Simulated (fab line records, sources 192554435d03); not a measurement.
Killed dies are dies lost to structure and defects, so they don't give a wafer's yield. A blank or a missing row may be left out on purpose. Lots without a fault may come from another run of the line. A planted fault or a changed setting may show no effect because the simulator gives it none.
Chamber matching | flow n5_finfet | N5_BEOL_M2_VIA_ETCH_34 on rie_diel-04: 4 sister chambers
The step etches the open film in C4F6/O2, target depth 69.4 nm, time 65.9 s. 7 wafers are shown with their chamber, then 7 later ones without.

WAFERS WITH THEIR CHAMBER
wafer  | chamber | showerhead_plenum_p_Torr (Torr) | rf_vpp_V (V)
L074.5 | 0       | 2.79                            | 659
L081.6 | 3       | 3.00                            | 667
L083.3 | 1       | 2.94                            | 677
L083.4 | 0       | 2.79                            | 659
L083.5 | 1       | 2.94                            | 678
L090.3 | 3       | 2.99                            | 668
L090.5 | 2       | 2.84                            | 663

WAFERS WITHOUT THEIR CHAMBER
wafer  | showerhead_plenum_p_Torr (Torr) | rf_vpp_V (V)
L090.6 | 2.99                            | 668
L093.2 | 2.94                            | 677
L093.3 | 2.99                            | 669
L093.4 | 2.84                            | 667
L095.1 | 2.78                            | 658
L095.4 | 2.93                            | 677
L095.5 | 2.98                            | 668

WHICH CHAMBER EACH WENT THROUGH
wafer  | from the rows above | in truth
L090.6 | 3                   | 3
L093.2 | 1                   | 1
L093.3 | 3                   | 3
L093.4 | 2                   | 2
L095.1 | 0                   | 0
L095.4 | 1                   | 1
L095.5 | 3                   | 3
Placed correctly: 7 of 7. Can't be placed from these rows: 0. Placed wrongly: 0.
How it was worked out, from the rows above alone: a wafer's distance from a chamber is the root of the sum, over the readings, of the square of ((its reading less the chamber's mean) divided by the reading's scatter). The wafer belongs to the nearest chamber; if the next one is less than 2 further off, it can't be placed. A chamber's mean is the mean of its shown wafers. The scatter: the root of (the sum of the squares of (reading less its chamber's mean) over the shown wafers, divided by (wafers less chambers)).
